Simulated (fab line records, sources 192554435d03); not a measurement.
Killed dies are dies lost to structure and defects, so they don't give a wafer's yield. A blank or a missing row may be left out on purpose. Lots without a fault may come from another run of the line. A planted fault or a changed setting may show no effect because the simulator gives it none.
Split-lot experiment | flow n5_finfet | 7 lots, 21 wafers read, on a route of 1938 steps

THE SPLIT
At N5_BEOL_M11_ETCH_41 (etches SiCN in CH3F/O2, target depth 42.6 nm, time 86 s), the setting time_s was moved away from the recipe's 86 s on 2 of the 21 wafers read, by -14.7% to +10.6%. The other wafers ran this setting at the recipe's value.

The reading is taken at the split's own step.

THE READING
etch.depth_nm (the simulator's own value, which no gauge read), in nm, at N5_BEOL_M11_ETCH_41 (etches SiCN in CH3F/O2, target depth 42.6 nm, time 86 s). The file gives no usual value for it. The 19 wafers here that ran the recipe average 32.38 nm, standard deviation 0.73 nm.

wafer  | tool, chamber at the split | time_s as run, s | against the recipe | etch.depth_nm, nm | against lot-mates on the recipe
L077.2 | rie_diel-02, 3             | 86               | recipe             | 31.89             | -
L077.3 | rie_diel-02, 0             | 86               | recipe             | 31.58             | -
L077.4 | rie_diel-02, 2             | 86               | recipe             | 31.63             | -
L076.1 | rie_diel-05, 0             | 86               | recipe             | 31.59             | -
L076.3 | rie_diel-05, 2             | 86               | recipe             | 31.93             | -
L076.5 | rie_diel-05, 3             | 86               | recipe             | 31.52             | -
L080.1 | rie_diel-05, 3             | 86               | recipe             | 31.95             | -
L080.3 | rie_diel-05, 2             | 86               | recipe             | 32.16             | -
L080.6 | rie_diel-05, 1             | 86               | recipe             | 33.17             | -
L085.1 | rie_diel-05, 2             | 86               | recipe             | 32.47             | -
L085.3 | rie_diel-05, 3             | 86               | recipe             | 31.64             | -
L085.6 | rie_diel-05, 1             | 86               | recipe             | 33.25             | -
L088.2 | rie_diel-03, 1             | 86               | recipe             | 33.83             | -
L088.4 | rie_diel-03, 0             | 86               | recipe             | 33.02             | -
L088.6 | rie_diel-03, 0             | 86               | recipe             | 32.84             | -
L093.3 | rie_diel-02, 2             | 73.33            | -14.7%             | 27.33             | -5.38
L093.4 | rie_diel-02, 0             | 86               | recipe             | 32.94             | -
L093.6 | rie_diel-02, 1             | 86               | recipe             | 32.48             | -
L095.1 | rie_diel-05, 3             | 86               | recipe             | 31.72             | -
L095.2 | rie_diel-05, 0             | 95.11            | +10.6%             | 34.86             | +2.22
L095.4 | rie_diel-05, 1             | 86               | recipe             | 33.56             | -

THE FIT
A straight line over all 21 wafers: etch.depth_nm changes by +0.305 nm for each +1% of time_s; r = +0.86; the points scatter about the line by 0.76 nm.
The same after taking each lot's own level away (the mean of its wafers on the recipe; 21 wafers): +0.311 nm for each +1%; r = +0.91; scatter 0.57 nm.
On that fit, the largest move of time_s shifts the reading by 4.6 nm.
The lots' own levels span 31.680 to 33.230 nm, that is 2.1 times the standard deviation above.
So the lot-to-lot level changes the slope little: the two slopes agree.
Check: with one of the wafers moved furthest among these (-14.7%) left out of the fit, the line predicts -3.09 nm for it against its lot-mates. It came out at -5.38 nm against them.

OTHER SPLITS ON THESE WAFERS
These wafers also went through other splits before the reading. Each is held against what the fit with the lots' levels taken away leaves over:
other split on the same wafers     | wafers away from the commonest value | r with etch.depth_nm (lot level and that fit taken away)
N5_BEOL_M6_COAT_22 spin_rpm        | 6                                    | +0.11
N5_BEOL_M7_COAT_05 spin_rpm        | 11                                   | +0.22
N5_BEOL_M8_COAT_05 spin_rpm        | 6                                    | +0.05
N5_BEOL_M10_PECVD_70 temp_c        | 6                                    | +0.09
N5_BEOL_M10_HM_DEP_02 target_thk_a | 7                                    | -0.20
N5_BEOL_M11_PECVD_70 time_s        | 7                                    | -0.19
N5_BEOL_M11_TRENCH_ETCH_37 bias_w  | 5                                    | +0.06

THE FILE'S OWN FIT
etch.depth_nm changes by +0.312 nm for each +1% of time_s, r = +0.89.
